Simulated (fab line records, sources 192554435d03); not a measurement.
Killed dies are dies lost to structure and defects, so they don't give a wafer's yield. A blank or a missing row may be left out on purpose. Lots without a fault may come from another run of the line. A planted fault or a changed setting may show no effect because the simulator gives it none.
Which tool did it? | flow n5_finfet | 24 lots, 72 wafers sampled, at 6 steps of a route of 1938

WHAT THE GAUGES READ, wafer by wafer
N5_BEOL_M6_OVL_MEAS_12. Usual: M6_OVL 0.0 nm, standard deviation 0.77.
lot  | measured     | on         | M6_OVL (nm)    | flag
L075 | day 9 02:43  | overlay-01 | -0.6 0.5 1.7   |
L074 | day 9 10:50  | overlay-02 | 0.0 -1.3 0.3   |
L076 | day 9 15:38  | overlay-01 | 0.6 0.7 0.6    |
L077 | day 9 19:26  | overlay-01 | 1.8 0.6 -0.3   |
L078 | day 10 04:54 | overlay-02 | -0.5 -0.6 -1.1 |
L079 | day 10 17:06 | overlay-01 | -1.0 0.0 -0.5  |
L082 | day 11 10:10 | overlay-01 | 2.0 1.1 1.3    |
L081 | day 11 11:34 | overlay-02 | -0.2 -0.5 -1.1 |
L080 | day 11 22:56 | overlay-02 | -0.7 0.5 -0.5  |
L084 | day 12 01:32 | overlay-02 | -0.5 -0.8 0.5  |
L083 | day 12 01:41 | overlay-01 | 0.0 1.0 0.4    |
L085 | day 12 04:49 | overlay-02 | 0.0 0.4 0.2    |
L086 | day 12 12:03 | overlay-02 | -0.4 -0.1 0.2  |
L088 | day 13 09:16 | overlay-01 | 0.5 0.4 0.5    |
L087 | day 13 09:30 | overlay-02 | -1.0 -0.1 -0.5 |
L091 | day 13 14:01 | overlay-02 | 0.9 1.3 -0.3   |
L089 | day 13 18:04 | overlay-02 | 0.5 0.4 0.1    |
L092 | day 14 14:43 | overlay-02 | 1.4 1.2 1.3    |
L090 | day 14 15:08 | overlay-02 | -0.2 -0.3 -0.5 |
L093 | day 14 18:39 | overlay-01 | -0.2 -0.5 -1.4 |
L094 | day 15 15:10 | overlay-02 | -0.8 -1.2 -0.1 |
L095 | day 15 14:58 | overlay-02 | 0.3 0.9 -0.6   |
L096 | day 15 22:33 | overlay-02 | 0.0 0.9 1.0    |
L097 | day 15 22:44 | overlay-01 | -1.0 -0.2 -1.2 |

WHICH TOOL RAN EACH LOT (tool, then ch and the chambers of the sampled wafers, then the start)
lot  | N5_BEOL_M5_ETCH_72                 | N5_BEOL_M5_STRIP_91                           | N5_BEOL_M5_SPUTTER_48        | N5_BEOL_M5_CO_CAP_78             | N5_BEOL_M5_DEP_56
L075 | rie_diel-03 ch 1,2, day 8 12:26    | rie_diel-01 ch 0,2, day 8 15:29 or earlier    | pvd_sputter-01, day 8 15:29  | cvd_co-01 ch 1,2, day 9 00:14    | pecvd-02 ch 1,2, day 9 00:22
L074 | rie_diel-01 ch 0,2,3, day 8 21:06  | rie_diel-02 ch 0,2,3, day 9 02:48 or earlier  | pvd_sputter-01, day 9 02:48  | cvd_co-01 ch 0,1, day 9 08:45    | pecvd-02 ch 0,2, day 9 08:52
L076 | rie_diel-02 ch 1,3, day 9 02:53    | rie_diel-02 ch 0,1,3, day 9 05:41 or earlier  | pvd_sputter-02, day 9 05:41  | cvd_co-01 ch 0,1, day 9 11:04    | pecvd-01 ch 1,2, day 9 11:11
L077 | rie_diel-02 ch 2,3, day 9 08:08    | rie_diel-03 ch 1,2,3, day 9 11:28 or earlier  | pvd_sputter-02, day 9 11:28  | cvd_co-02 ch 1,2, day 9 16:41    | pecvd-01 ch 1,2, day 9 16:48
L078 | rie_diel-03 ch 0,1,2, day 9 10:47  | rie_diel-01 ch 0,1,2, day 9 18:30 or earlier  | pvd_sputter-01, day 9 18:30  | cvd_co-02 ch 0,1,2, day 10 02:04 | pecvd-04 ch 0,1,2, day 10 02:11
L079 | rie_diel-02 ch 0,2, day 9 22:20    | rie_diel-01 ch 0,2,3, day 10 04:50 or earlier | pvd_sputter-01, day 10 04:50 | cvd_co-02 ch 1,2, day 10 11:52   | pecvd-04 ch 0,1,2, day 10 11:59
L082 | rie_diel-03 ch 0,1,3, day 10 17:47 | rie_diel-01 ch 2,3, day 10 22:41 or earlier   | pvd_sputter-01, day 10 22:41 | cvd_co-01 ch 0,1,2, day 11 07:53 | pecvd-01 ch 0,1,2, day 11 07:59
L081 | rie_diel-02 ch 0,2,3, day 10 23:10 | rie_diel-02 ch 0,2,3, day 11 03:09 or earlier | pvd_sputter-01, day 11 03:09 | cvd_co-01 ch 0,2, day 11 10:08   | pecvd-02 ch 0,2, day 11 10:14
L080 | rie_diel-01 ch 0,1,3, day 11 06:49 | rie_diel-02 ch 0,3, day 11 11:20 or earlier   | pvd_sputter-01, day 11 11:20 | cvd_co-02 ch 0,1,2, day 11 17:13 | pecvd-01 ch 0,1,2, day 11 17:19
L084 | rie_diel-01 ch 0,2,3, day 11 10:28 | rie_diel-02 ch 0,3, day 11 15:25 or earlier   | pvd_sputter-02, day 11 15:25 | cvd_co-02 ch 0,2, day 11 20:38   | pecvd-04 ch 0,1,2, day 11 20:44
L083 | rie_diel-02 ch 2,3, day 11 12:40   | rie_diel-01 ch 1,2,3, day 11 17:19 or earlier | pvd_sputter-01, day 11 17:19 | cvd_co-01 ch 1,2, day 11 22:32   | pecvd-02 ch 1,2, day 11 22:39
L085 | rie_diel-01 ch 0,1,2, day 11 14:03 | rie_diel-02 ch 0,1,2, day 11 21:44 or earlier | pvd_sputter-01, day 11 21:44 | cvd_co-01 ch 0,2, day 12 03:17   | pecvd-02 ch 0,2, day 12 03:23
L086 | rie_diel-01 ch 0,1,2, day 12 01:59 | rie_diel-03 ch 0,1,2, day 12 04:30 or earlier | pvd_sputter-02, day 12 04:30 | cvd_co-01 ch 0,1, day 12 10:04   | pecvd-01 ch 0,1,2, day 12 10:12
L088 | rie_diel-03 ch 1,2, day 12 21:29   | rie_diel-01 ch 1,2, day 13 01:31 or earlier   | pvd_sputter-03, day 13 01:31 | cvd_co-01 ch 0,2, day 13 07:01   | pecvd-04 ch 0,1,2, day 13 07:08
L087 | rie_diel-01 ch 1,2,3, day 12 22:12 | rie_diel-02 ch 1,3, day 13 02:40 or earlier   | pvd_sputter-01, day 13 02:40 | cvd_co-01 ch 1,2, day 13 07:53   | pecvd-01 ch 0,1, day 13 08:00
L091 | rie_diel-03 ch 1,2, day 13 01:26   | rie_diel-02 ch 0,1,2, day 13 06:51 or earlier | pvd_sputter-02, day 13 06:51 | cvd_co-02 ch 0,1,2, day 13 12:04 | pecvd-02 ch 0,1,2, day 13 12:11
L089 | rie_diel-02 ch 0,1, day 13 06:50   | rie_diel-03 ch 0,2,3, day 13 10:34 or earlier | pvd_sputter-03, day 13 10:34 | cvd_co-02 ch 0,2, day 13 15:59   | pecvd-02 ch 1,2, day 13 16:08
L092 | rie_diel-03 ch 0,1,2, day 14 02:17 | rie_diel-01 ch 0,1,2, day 14 06:05 or earlier | pvd_sputter-02, day 14 06:05 | cvd_co-01 ch 0,1,2, day 14 11:21 | pecvd-04 ch 0,1,2, day 14 11:26
L090 | rie_diel-03 ch 0,2,3, day 14 02:37 | rie_diel-01 ch 0,1, day 14 06:43 or earlier   | pvd_sputter-03, day 14 06:43 | cvd_co-01 ch 0,1, day 14 11:56   | pecvd-04 ch 0,1, day 14 12:03
L093 | rie_diel-02 ch 0,1,3, day 14 08:51 | rie_diel-02 ch 0,1,3, day 14 11:30 or earlier | pvd_sputter-01, day 14 11:30 | cvd_co-02 ch 0,1, day 14 16:52   | pecvd-02 ch 1,2, day 14 16:58
L094 | rie_diel-02 ch 0,1,3, day 14 23:15 | rie_diel-02 ch 0,1,2, day 15 08:27 or earlier | pvd_sputter-02, day 15 08:27 | cvd_co-02 ch 0,1,2, day 15 13:41 | pecvd-04 ch 0,1,2, day 15 13:48
L095 | rie_diel-02 ch 1,2, day 14 23:32   | rie_diel-01 ch 1,2, day 15 08:18 or earlier   | pvd_sputter-03, day 15 08:18 | cvd_co-02 ch 0,1,2, day 15 13:31 | pecvd-01 ch 0,1,2, day 15 13:38
L096 | rie_diel-02 ch 0,2,3, day 15 08:57 | rie_diel-03 ch 0,3, day 15 15:07 or earlier   | pvd_sputter-02, day 15 15:07 | cvd_co-01 ch 0,1, day 15 20:20   | pecvd-02 ch 0,2, day 15 20:27
L097 | rie_diel-02 ch 0,1, day 15 09:25   | rie_diel-02 ch 0,3, day 15 15:15 or earlier   | pvd_sputter-01, day 15 15:15 | cvd_co-02 ch 0,1, day 15 20:28   | pecvd-04 ch 0,2, day 15 20:35
- N5_BEOL_M5_ETCH_72: etches underlayer in N2/H2, target depth 6.5 nm, time 5.2 s.
- N5_BEOL_M5_STRIP_91: strips in N2/H2, time 10 s.
- N5_BEOL_M5_SPUTTER_48: material Cu, target thk 15 nm, time 27.62 s.
- N5_BEOL_M5_CO_CAP_78: material Co, precursor CCTBA/H2, target thk 2 nm, time 102.1 s.
- N5_BEOL_M5_DEP_56: deposits SiCN from 3MS/NH3, target thk 8 nm, time 14 s.

WHAT THE TOOLS THEMSELVES READ (means of the sampled wafers that have a number; where no wafer has one, the mark that the record gives instead)
N5_BEOL_M5_ETCH_72. Usual: drypump_motor_current_A 5.6 A, standard deviation 0.34; etch_rf_on_time_s 5.19 s, standard deviation 0.12; oes_product_au 0.65 a.u., standard deviation 0.068; rf_vpp_V 524.6 V, standard deviation 2.5; showerhead_plenum_p_Torr 2.56 Torr, standard deviation 0.085; throttle_valve_pct 18.06 %, standard deviation 0.22.
lot  | tool        | drypump_motor_current_A (A) | etch_rf_on_time_s (s) | oes_product_au (a.u.) | rf_vpp_V (V) | showerhead_plenum_p_Torr (Torr) | throttle_valve_pct (%) | flag
L075 | rie_diel-03 | 5.5                         | 5.15                  | 0.71                  | 524.1        | 2.59                            | 18.00                  |
L074 | rie_diel-01 | 5.9                         | 5.19                  | 0.62                  | 523.3        | 2.54                            | 18.14                  |
L076 | rie_diel-02 | 5.4                         | 5.33                  | 0.67                  | 527.2        | 2.66                            | 18.05                  |
L077 | rie_diel-02 | 5.5                         | 5.08                  | 0.68                  | 524.1        | 2.58                            | 18.06                  |
L078 | rie_diel-03 | 5.6                         | 5.11                  | 0.69                  | 525.0        | 2.59                            | 18.05                  |
L079 | rie_diel-02 | 5.8                         | 5.19                  | 0.68                  | 523.2        | 2.50                            | 17.74                  |
L082 | rie_diel-03 | 5.6                         | 5.17                  | 0.67                  | 525.5        | 2.59                            | 18.13                  |
L081 | rie_diel-02 | 5.5                         | 5.19                  | 0.70                  | 524.7        | 2.57                            | 17.86                  |
L080 | rie_diel-01 | 6.1                         | 5.26                  | 0.61                  | 523.8        | 2.50                            | 18.17                  |
L084 | rie_diel-01 | 5.9                         | 5.17                  | 0.60                  | 523.6        | 2.53                            | 18.18                  |
L083 | rie_diel-02 | 5.4                         | 5.13                  | 0.66                  | 524.8        | 2.57                            | 18.09                  |
L085 | rie_diel-01 | 5.8                         | 5.17                  | 0.61                  | 524.3        | 2.56                            | 18.22                  |
L086 | rie_diel-01 | 5.8                         | 5.23                  | 0.61                  | 524.8        | 2.56                            | 18.23                  |
L088 | rie_diel-03 | 5.5                         | 5.09                  | 0.67                  | 525.3        | 2.58                            | 18.06                  |
L087 | rie_diel-01 | 6.0                         | 5.12                  | 0.61                  | 522.8        | 2.52                            | 18.22                  |
L091 | rie_diel-03 | 5.7                         | 4.98                  | 0.73                  | 526.3        | 2.64                            | 18.02                  |
L089 | rie_diel-02 | 5.7                         | 5.35                  | 0.63                  | 524.9        | 2.58                            | 17.98                  |
L092 | rie_diel-03 | 5.6                         | 5.16                  | 0.66                  | 524.6        | 2.58                            | 18.10                  |
L090 | rie_diel-03 | 5.4                         | 5.24                  | 0.61                  | 522.5        | 2.51                            | 18.19                  |
L093 | rie_diel-02 | 5.5                         | 5.21                  | 0.68                  | 525.1        | 2.60                            | 17.90                  |
L094 | rie_diel-02 | 5.5                         | 5.28                  | 0.67                  | 525.7        | 2.59                            | 17.90                  |
L095 | rie_diel-02 | 5.6                         | 5.31                  | 0.58                  | 526.2        | 2.58                            | 18.23                  |
L096 | rie_diel-02 | 5.5                         | 5.11                  | 0.68                  | 522.6        | 2.55                            | 17.92                  |
L097 | rie_diel-02 | 5.7                         | 5.21                  | 0.65                  | 522.1        | 2.52                            | 17.80                  |

N5_BEOL_M5_STRIP_91. Usual: drypump_motor_current_A 5.7 A, standard deviation 0.35; oes_product_au 0.75 a.u., standard deviation 0.075; rf_vpp_V 59.2 V, standard deviation 0.9; showerhead_plenum_p_Torr 2.56 Torr, standard deviation 0.082; temp_c 40.00 C, standard deviation 0.11; throttle_valve_pct 23.88 %, standard deviation 0.26.
lot  | tool        | drypump_motor_current_A (A) | oes_product_au (a.u.) | rf_vpp_V (V) | showerhead_plenum_p_Torr (Torr) | temp_c (C) | throttle_valve_pct (%) | flag
L075 | rie_diel-01 | 5.6                         | 0.73                  | 60.1         | 2.57                            | 40.05      | 23.96                  |
L074 | rie_diel-02 | 5.5                         | 0.84                  | 59.4         | 2.57                            | 39.84      | 23.60                  |
L076 | rie_diel-02 | 5.5                         | 0.84                  | 59.1         | 2.61                            | 40.02      | 23.62                  |
L077 | rie_diel-03 | 5.6                         | 0.81                  | 59.7         | 2.58                            | 39.97      | 23.90                  |
L078 | rie_diel-01 | 5.7                         | 0.72                  | 59.5         | 2.57                            | 39.88      | 23.99                  |
L079 | rie_diel-01 | 5.9                         | 0.73                  | 58.7         | 2.53                            | 40.05      | 23.93                  |
L082 | rie_diel-01 | 5.8                         | 0.72                  | 58.4         | 2.57                            | 40.01      | 23.88                  |
L081 | rie_diel-02 | 5.5                         | 0.82                  | 60.1         | 2.56                            | 40.11      | 23.63                  |
L080 | rie_diel-02 | 5.6                         | 0.86                  | 59.7         | 2.55                            | 40.00      | 23.37                  |
L084 | rie_diel-02 | 5.2                         | 0.88                  | 59.8         | 2.62                            | 39.98      | 23.51                  |
L083 | rie_diel-01 | 6.0                         | 0.72                  | 58.5         | 2.52                            | 40.12      | 23.97                  |
L085 | rie_diel-02 | 5.7                         | 0.75                  | 59.6         | 2.54                            | 40.00      | 23.78                  |
L086 | rie_diel-03 | 5.6                         | 0.78                  | 59.3         | 2.58                            | 40.19      | 23.90                  |
L088 | rie_diel-01 | 5.9                         | 0.71                  | 59.3         | 2.56                            | 40.09      | 24.05                  |
L087 | rie_diel-02 | 5.2                         | 0.84                  | 60.0         | 2.67                            | 39.84      | 23.77                  |
L091 | rie_diel-02 | 5.7                         | 0.74                  | 58.7         | 2.54                            | 40.09      | 23.78                  |
L089 | rie_diel-03 | 5.4                         | 0.72                  | 60.3         | 2.51                            | 39.91      | 23.99                  |
L092 | rie_diel-01 | 5.7                         | 0.69                  | 59.6         | 2.55                            | 39.97      | 24.04                  |
L090 | rie_diel-01 | 5.8                         | 0.69                  | 57.8         | 2.52                            | 39.91      | 24.08                  |
L093 | rie_diel-02 | 5.5                         | 0.81                  | 58.4         | 2.59                            | 40.02      | 23.66                  |
L094 | rie_diel-02 | 5.7                         | 0.74                  | 58.4         | 2.53                            | 40.05      | 23.81                  |
L095 | rie_diel-01 | 5.7                         | 0.70                  | 60.0         | 2.58                            | 40.03      | 23.98                  |
L096 | rie_diel-03 | 5.5                         | 0.72                  | 58.2         | 2.50                            | 39.95      | 24.13                  |
L097 | rie_diel-02 | 5.3                         | 0.85                  | 59.5         | 2.61                            | 39.94      | 23.53                  |

N5_BEOL_M5_SPUTTER_48. Usual: throttle_valve_pct 30.8 %, standard deviation 0.99.
lot  | tool           | throttle_valve_pct (%) | flag
L075 | pvd_sputter-01 | 31.1                   |
L074 | pvd_sputter-01 | 31.5                   |
L076 | pvd_sputter-02 | 30.8                   |
L077 | pvd_sputter-02 | 31.5                   |
L078 | pvd_sputter-01 | 31.1                   |
L079 | pvd_sputter-01 | 30.9                   |
L082 | pvd_sputter-01 | 30.9                   |
L081 | pvd_sputter-01 | 30.8                   |
L080 | pvd_sputter-01 | 30.4                   |
L084 | pvd_sputter-02 | 32.1                   |
L083 | pvd_sputter-01 | 30.3                   |
L085 | pvd_sputter-01 | 31.1                   |
L086 | pvd_sputter-02 | 30.6                   |
L088 | pvd_sputter-03 | 30.3                   |
L087 | pvd_sputter-01 | 31.4                   |
L091 | pvd_sputter-02 | 30.1                   |
L089 | pvd_sputter-03 | 30.1                   |
L092 | pvd_sputter-02 | 30.9                   |
L090 | pvd_sputter-03 | 31.0                   |
L093 | pvd_sputter-01 | 31.7                   |
L094 | pvd_sputter-02 | 30.6                   |
L095 | pvd_sputter-03 | 29.4                   |
L096 | pvd_sputter-02 | 30.6                   |
L097 | pvd_sputter-01 | 31.5                   |

N5_BEOL_M5_CO_CAP_78. Usual: heater_power_w 235 W, standard deviation 17.
lot  | tool      | heater_power_w (W) | flag
L075 | cvd_co-01 | 232                |
L074 | cvd_co-01 | 242                |
L076 | cvd_co-01 | 243                |
L077 | cvd_co-02 | 225                |
L078 | cvd_co-02 | 228                |
L079 | cvd_co-02 | 221                |
L082 | cvd_co-01 | 240                |
L081 | cvd_co-01 | 242                |
L080 | cvd_co-02 | 226                |
L084 | cvd_co-02 | 217                |
L083 | cvd_co-01 | 232                |
L085 | cvd_co-01 | 240                |
L086 | cvd_co-01 | 256                |
L088 | cvd_co-01 | 249                |
L087 | cvd_co-01 | 231                |
L091 | cvd_co-02 | 231                |
L089 | cvd_co-02 | 217                |
L092 | cvd_co-01 | 245                |
L090 | cvd_co-01 | 243                |
L093 | cvd_co-02 | 235                |
L094 | cvd_co-02 | 232                |
L095 | cvd_co-02 | 230                |
L096 | cvd_co-01 | 245                |
L097 | cvd_co-02 | 234                |

N5_BEOL_M5_DEP_56. Usual: showerhead_plenum_p_Torr 3.663 Torr, standard deviation 0.013; throttle_valve_pct 9.0 %, standard deviation 0.48.
lot  | tool     | showerhead_plenum_p_Torr (Torr) | throttle_valve_pct (%) | flag
L075 | pecvd-02 | 3.662                           | 8.6                    |
L074 | pecvd-02 | 3.655                           | 8.8                    |
L076 | pecvd-01 | 3.664                           | 8.9                    |
L077 | pecvd-01 | 3.664                           | 9.0                    |
L078 | pecvd-04 | 3.663                           | 9.3                    |
L079 | pecvd-04 | 3.666                           | 9.2                    |
L082 | pecvd-01 | 3.668                           | 8.8                    |
L081 | pecvd-02 | 3.651                           | 8.8                    |
L080 | pecvd-01 | 3.664                           | 8.8                    |
L084 | pecvd-04 | 3.669                           | 9.4                    |
L083 | pecvd-02 | 3.657                           | 8.8                    |
L085 | pecvd-02 | 3.657                           | 9.2                    |
L086 | pecvd-01 | 3.662                           | 8.9                    |
L088 | pecvd-04 | 3.665                           | 9.1                    |
L087 | pecvd-01 | 3.663                           | 9.0                    |
L091 | pecvd-02 | 3.662                           | 9.0                    |
L089 | pecvd-02 | 3.667                           | 8.8                    |
L092 | pecvd-04 | 3.664                           | 9.3                    |
L090 | pecvd-04 | 3.654                           | 9.1                    |
L093 | pecvd-02 | 3.655                           | 8.4                    |
L094 | pecvd-04 | 3.660                           | 9.2                    |
L095 | pecvd-01 | 3.671                           | 8.7                    |
L096 | pecvd-02 | 3.647                           | 8.8                    |
L097 | pecvd-04 | 3.669                           | 9.2                    |

THE ANSWER, worked out from the rows above alone
Rule: a lot is off if the mean of its wafers that have a number lies more than 3 standard deviations from the usual mean. A lot without any number at a reading at which 4 lots or more have one is off too. The other lots that the step has rows for count as sound. The gauges are gone through in route order, then the tools' own readings, and for those a lot's mean is taken as printed above. The first step at which some lot is off is used, and at that step the reading that is off furthest; a lot without a number counts as furthest.
No lot is off at any reading shown: from this, nothing can be told.

WHAT THE SIMULATOR HAD PUT IN
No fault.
